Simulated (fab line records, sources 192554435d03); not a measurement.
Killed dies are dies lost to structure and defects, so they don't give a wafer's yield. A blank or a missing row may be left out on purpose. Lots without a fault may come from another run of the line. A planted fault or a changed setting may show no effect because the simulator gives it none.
Chamber matching | flow n5_finfet | N5_BEOL_M1_DESCUM_16 on rie_diel-05: 4 sister chambers
The step chemistry O2, time 7 s. 14 wafers are shown with their chamber, then 7 later ones without.

WAFERS WITH THEIR CHAMBER
wafer  | chamber | drypump_motor_current_A (A) | showerhead_plenum_p_Torr (Torr) | throttle_valve_pct (%)
L074.2 | 1       | 5.3                         | 2.22                            | 20.20
L074.3 | 3       | 5.4                         | 2.07                            | 20.28
L074.4 | 2       | 5.4                         | 2.22                            | 20.33
L078.1 | 3       | 5.3                         | 2.07                            | 20.29
L078.4 | 1       | 5.3                         | 2.22                            | 20.18
L078.5 | 2       | 5.4                         | 2.22                            | 20.37
L081.1 | 0       | 6.3                         | 2.05                            | 20.64
L081.2 | 3       | 5.3                         | 2.07                            | 20.32
L081.3 | 1       | 5.3                         | 2.22                            | 20.21
L085.2 | 2       | 5.4                         | 2.21                            | 20.36
L085.5 | 2       | 5.4                         | 2.21                            | 20.36
L085.6 | 3       | 5.3                         | 2.06                            | 20.33
L086.3 | 3       | 5.4                         | 2.06                            | 20.32
L086.4 | 0       | 6.3                         | 2.04                            | 20.66

SIGNATURES (means of the wafers above)
reading                  | chamber 0 | chamber 1 | chamber 2 | chamber 3 | scatter within a chamber
drypump_motor_current_A  | 6.300     | 5.300     | 5.400     | 5.340     | 0.0346
showerhead_plenum_p_Torr | 2.0450    | 2.2200    | 2.2150    | 2.0660    | 0.0052
throttle_valve_pct       | 20.6500   | 20.1967   | 20.3550   | 20.3080   | 0.0186
Rule: a wafer's distance from a chamber is the root of the sum, over the readings, of the square of ((its reading less the chamber's mean) divided by the reading's scatter). The wafer belongs to the nearest chamber; if the next one is less than 2 further off, it can't be placed. The scatter: the root of (the sum of the squares of (reading less its chamber's mean) over the shown wafers, divided by (wafers less chambers)).

WAFERS WITHOUT THEIR CHAMBER
wafer  | drypump_motor_current_A (A) | showerhead_plenum_p_Torr (Torr) | throttle_valve_pct (%)
L086.5 | 6.3                         | 2.04                            | 20.65
L095.1 | 5.4                         | 2.21                            | 20.40
L095.2 | 6.3                         | 2.04                            | 20.69
L095.3 | 5.3                         | 2.21                            | 20.24
L096.1 | 5.3                         | 2.21                            | 20.24
L096.3 | 5.4                         | 2.21                            | 20.39
L096.4 | 6.3                         | 2.04                            | 20.69

WHICH CHAMBER EACH WENT THROUGH
wafer  | from the rows above | in truth
L086.5 | 0                   | 0
L095.1 | 2                   | 2
L095.2 | 0                   | 0
L095.3 | 1                   | 1
L096.1 | 1                   | 1
L096.3 | 2                   | 2
L096.4 | 0                   | 0
Placed correctly: 7 of 7. Can't be placed from these rows: 0. Placed wrongly: 0.
